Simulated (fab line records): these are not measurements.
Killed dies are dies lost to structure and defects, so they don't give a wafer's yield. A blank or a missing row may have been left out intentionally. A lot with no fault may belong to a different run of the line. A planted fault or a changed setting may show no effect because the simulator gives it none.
A struck lot beside a sound one -- flow n5_finfet -- 37 out of 1938 route steps
Sound: the wafers L614.2, L614.3, L614.5. Struck: wafer L629.6; the same lot's L629.4 was not struck, so it is left out; see the end for the cause.
For every step that has rows: the tool of each side, followed by ch and its chambers, followed by its first start. Under that, the readings that differ: sound wafers -- struck wafers -- difference of the means -- sigmas: that difference in standard deviations of wafers without a fault.
alike: same words and numbers on both sides, and readings whose means sit less than 2 such deviations apart. not compared: any withheld reading, any reading some wafer has no value for, any bound like >300 that may hide the same value, and any number with overlapping values for which the record gives no deviation.
A row with sigmas, a row that says differs or no value, or rows on one side alone: a step with any of these is where the two part. Numbers that have no deviation but don't overlap get no sigmas and don't part them. Lack of a reading on every wafer of one side parts them only where that side has two or more wafers.

first, 9 steps without rows for these wafers: N5_BEOL_M10_PEB_26 (peb time 60 s); N5_BEOL_M10_DEVELOP_27 (develop time 30 s); N5_BEOL_M10_DESCUM_33 (chemistry O2, time 7.9 s); N5_BEOL_M10_ETCH_65 (etches SiARC in CF4, target depth 39 nm, time 65 s); N5_BEOL_M10_ETCH_66 (etches SOC in N2/H2, target depth 120 nm, overetch 24 nm, time 180 s); N5_BEOL_M10_STRIP_69 (strips in N2/H2); N5_BEOL_M10_VIA_ETCH_34 (etches SiCOH lowk in C4F6/O2, target depth 184.5 nm, time 69.2 s); N5_BEOL_M10_STRIP_73 (strips in C4F6/O2); N5_BEOL_M10_STRIP_36 (strips in N2/H2).
N5_BEOL_M10_TRENCH_ETCH_37: etches SiCOH lowk in C4F6/O2, target depth 148.83 nm, time 48 s.
  sound on rie_diel-05 ch 0,3, day 11 01:08; struck on rie_diel-05 ch 2, day 14 19:03
reading,sound,struck,difference,sigmas
run_length_s (s),71.3 70.9 71.1,66.0,-5.1,-16
model.etch.depth_nm (nm),149 149.7 148.3,133.2,-15.8,
model.BEOL_M10.feature_depth_nm (nm),149 149.8 148.4,133.2,-15.9,
model.TiN_of_BEOL_M10_HM_DEP_02.thk_nm (nm),15.4 15.8 15.8,16,+0,
  alike: O2_flow_sccm, drypump_motor_current_A, oes_product_au, rf_vpp_V, showerhead_plenum_p_Torr, throttle_valve_pct
  not compared: rf_hours_counter_h
then, 2 steps without rows for these wafers: N5_BEOL_M10_ETCH_41 (etches SiCN in CH3F/O2, target depth 42.6 nm, time 86 s); N5_BEOL_M10_STRIP_77 (strips in N2/H2, time 10 s).
N5_BEOL_M10_OCD_MEAS_38:
  sound on ocd-01, day 11 01:19; struck on ocd-02, day 14 19:13
reading,sound,struck,difference,sigmas
trench_depth_nm (nm),148.4 149.7 148.4,132.8,-16.0,-8
then, 13 steps without rows for these wafers: N5_BEOL_M10_HM_STRIP_39 (strips TiN in peroxide tin strip, target depth 25 nm, time 158 s); N5_BEOL_M10_SRD_40 (time 30 s); N5_BEOL_M10_PRECLEAN_42 (cleans in residue remover, time 60 s); N5_BEOL_M10_SRD_43 (time 30 s); N5_BEOL_M10_CURE_72 (cures SiCOH lowk, time 120 s); N5_BEOL_M10_DEGAS_44 (time 60 s); N5_BEOL_M10_PRE_CLEAN_45 (time 30 s); N5_BEOL_M10_ALD_74 (deposits TaN, target thk 2 nm, pulse time 2 s, purge time 3 s); N5_BEOL_M10_SURFACE_TREAT_76; N5_BEOL_M10_CVD_75 (deposits Co from CCTBA/H2, target thk 2 nm, time 138.9 s); N5_BEOL_M10_SPUTTER_48 (material Cu, target thk 12 nm, time 2 s); N5_BEOL_M10_ECD_50 (material Cu, target thk 318 nm); N5_BEOL_M10_ANNEAL_51 (time 90 s).
N5_BEOL_M10_CMP_52: polishes, stops on SiCOH lowk, t overpolish 7 s, target thk 140 nm.
  sound on cmp-01 ch 1,2, day 11 03:05; struck on cmp-01 ch 1, day 15 00:28
reading,sound,struck,difference,sigmas
model.Cu_of_BEOL_M10_ECD_50.thk_nm (nm),139.2 140.4 138,124.2,-15.0,
  alike: barrier_field_endpoint_s, clearing_platen_rpm, motor_current_A, overpolish_run_s, time_to_endpoint_s
N5_BEOL_M10_THK_MEAS_53: measures by xrf.
  sound on film_metro-01, day 11 03:20; struck on film_metro-01, day 15 00:41
reading,sound,struck,difference,sigmas
M10_THK (nm),138.8 140.1 137.8,123.7,-15.2,-6
then, 2 steps without rows for these wafers: N5_BEOL_M10_PRE_CLEAN_55 (time 15 s); N5_BEOL_M10_DEP_56 (deposits SiCN from 3MS/NH3, target thk 15 nm, time 26.5 s).
N5_BEOL_M10_RS_MEAS_57: measures by four-point-probe.
  sound on film_metro-02, day 11 03:28; struck on film_metro-02, day 15 00:49
reading,sound,struck,difference,sigmas
M10_RS (ohm/sq),0.1520 0.1505 0.1535,0.1720,+0.0200,+7
then, 5 steps without rows for these wafers: N5_BEOL_M11_ILD_DEP_00 (deposits SiCOH lowk from DEMS/porogen, target thk 308.51 nm, time 58 s); N5_BEOL_M11_CURE_71 (cures SiCOH lowk, time 240 s); N5_BEOL_M11_PECVD_70 (deposits SiO2 from TEOS/O2, target thk 20 nm, time 22.7 s); N5_BEOL_M11_HM_DEP_02 (deposits TiN, target thk 20 nm); N5_BEOL_M11_COAT_59 (time 60 s, resist thk 100 nm).
N5_BEOL_M15_RC_MEAS_101:
  sound on prober-01 ch 0, day 12 13:02; struck on prober-01 ch 0, day 16 15:51
reading,sound,struck,difference,sigmas
COMB_M8 (S/m),2e-11 2.2e-11 2.1e-11,3.2e-11,+1.1e-11,+2
SERP_M10 (ohm/um),3.04 3.05 3.07,3.46,+0.41,+6
SERP_M10_max_site (ohm/um),3.07 3.15 3.12,3.57,+0.46,+6
SERP_M7 (ohm/um),14.2 15.2 14.7,12.7,-2.0,-3
SERP_M7_max_site (ohm/um),14.4 15.5 15.6,13.2,-2.0,-3
  alike: COMB_M11, COMB_M12, COMB_M13, COMB_M14, COMB_M15, COMB_M5, COMB_M6, COMB_M7, COMB_M8_max_site, COMB_M9, SERP_M11, SERP_M12, SERP_M13, SERP_M14, SERP_M5, SERP_M6, SERP_M8, SERP_M9, SERP_M9_max_site

WHERE THEY PART
Earliest at N5_BEOL_M10_TRENCH_ETCH_37; latest, in this record, at N5_BEOL_M15_RC_MEAS_101.

WHY: what the simulator had put in
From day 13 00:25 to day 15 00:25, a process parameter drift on rie_diel-05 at N5_BEOL_M10_TRENCH_ETCH_37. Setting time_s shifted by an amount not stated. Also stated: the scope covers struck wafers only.
